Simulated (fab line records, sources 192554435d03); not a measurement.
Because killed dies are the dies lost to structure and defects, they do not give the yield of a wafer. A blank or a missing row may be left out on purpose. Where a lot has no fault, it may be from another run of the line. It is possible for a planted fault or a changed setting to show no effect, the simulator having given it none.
A struck lot beside a sound one :: flow n5 finfet :: 16 steps out of a route of 1938
Sound: the wafers L950.1, L950.2, L950.6. Struck: wafers L960.1, L960.6. The cause is named last.
Each step with rows lists, per side, the tool, then ch with its chambers, then its first start. Under that, the readings that differ: sound wafers :: struck wafers :: difference of the means :: sigmas: that difference in standard deviations of wafers without a fault.
alike: readings whose means differ by less than 2 such deviations, and words and numbers that are the same on both sides. not compared: withheld readings, readings that some wafer has no value for, bounds like >300 that may hide the same value, and numbers for which the record gives no deviation and whose values overlap.
Wherever a step has rows on one side only, a row that says differs or no value, or a row with sigmas, the two part there. When numbers do not overlap yet have no deviation, they are printed without sigmas and do not part them. A reading that every wafer of one side lacks parts them only if that side has two wafers or more.

first, 4 steps without rows for these wafers: N5_BEOL_M3_SOFTBAKE_23 (time 60 s); N5_BEOL_M3_EXPOSE_25 (exposes mask V2, defocus 5 nm); N5_BEOL_M3_PEB_26 (peb time 60 s); N5_BEOL_M3_DEVELOP_27 (develop time 30 s).
N5_BEOL_M3_CD_MEAS_28: target cd 25.7 nm, target cd y 23.3 nm.
  sound on cd sem-02 ch 0, day 7 07:29; struck on cd sem-03 ch 0, day 9 15:13
  alike: cd nm
N5_BEOL_M3_OVL_MEAS_29:
  sound on overlay-02 ch 0, day 7 07:31; struck on overlay-02 ch 0, day 9 15:16
  alike: V2_OVL
N5_BEOL_M3_INSPECT_30: inspects for defects (brightfield).
  sound on defect inspect-02 at day 7 07:35; struck on defect inspect-02 at day 9 15:19
  alike: raw defect count
N5_BEOL_M3_DESCUM_33: chemistry O2, time 7 s.
  sound on rie diel-01 ch 0,2,3, day 7 07:37; struck on rie diel-04 ch 0,2, day 9 15:21
  alike: drypump motor current A, oes product au, rf vpp V, showerhead plenum p Torr, throttle valve pct
  not compared: rf hours counter h
N5_BEOL_M3_ETCH_77: etches underlayer in N2/H2, target depth 6.5 nm, time 5.2 s.
  sound on rie diel-01 ch 0,2,3, day 7 07:39; struck on rie diel-04 ch 0,2, day 9 15:23
  alike: drypump motor current A, etch rf on time s, oes product au, rf vpp V, showerhead plenum p Torr, throttle valve pct
  not compared: rf hours counter h
N5_BEOL_M3_ETCH_69: etches SiARC in CF4, target depth 15.6 nm, time 26 s.
  sound on rie diel-01 ch 0,2,3, day 7 07:40; struck on rie diel-04 ch 0,2, day 9 15:24
  alike: drypump motor current A, etch rf on time s, oes product au, rf vpp V, showerhead plenum p Torr, throttle valve pct
  not compared: rf hours counter h
N5_BEOL_M3_ALD_98: deposits SiO2, target thk 2.5 nm, pulse time 1 s, co reactant pulse time 1 s.
  sound on ald sin-01 ch 0,3, day 7 07:45; struck on ald sin-01 ch 1,3, day 9 15:29
  alike: heater power w, precursor pulse height rel, susceptor temp C
N5_BEOL_M3_ETCHBACK_99: etches SiO2 in CHF3, target depth 5 nm, time 10.4 s.
  sound on rie diel-01 ch 0,1, day 7 10:47; struck on rie diel-03 ch 0,3, day 10 00:03
  alike: drypump motor current A, oes product au, rf vpp V, showerhead plenum p Torr, throttle valve pct
  not compared: rf hours counter h
N5_BEOL_M3_ETCH_70: etches SOC in N2/H2, target depth 80 nm, overetch 16 nm, time 120 s.
  sound on rie diel-01 ch 0,1, day 7 10:49; struck on rie diel-03 ch 0,3, day 10 00:05
reading: run length s (s)
sound: 143.3 143.4 143.4
struck: 153.0 153.5
difference: +9.9
sigmas: +24
  alike: drypump motor current A, oes product au, rf vpp V, showerhead plenum p Torr, throttle valve pct
  not compared: rf hours counter h, model.SiARC_of_BEOL_M3_COAT_68.thk nm
then, 1 step without rows for these wafers: N5_BEOL_M3_STRIP_71 (strips in N2/H2).
N5_BEOL_M4_RC_MEAS_101:
  sound on prober-01 ch 0, day 8 02:45; struck on prober-01 ch 0, day 11 15:35
  alike: DIBL_N, DIBL_P, IOFF_N, IOFF_P, ION_N, ION_P, SS_N, SS_P, VT_N, VT_P
N5_PASSIVATION_PROBE_49:
  the record holds rows for the sound wafers here (prober-01, day 12 18:02) but none for the struck ones

WHERE THEY PART
Earliest at N5_BEOL_M3_ETCH_70; latest, in this record, at N5_PASSIVATION_PROBE_49.

WHY: the cause the simulator had injected
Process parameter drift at N5_BEOL_M3_ETCH_70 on rie diel-03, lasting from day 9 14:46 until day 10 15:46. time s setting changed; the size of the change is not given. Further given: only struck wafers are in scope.
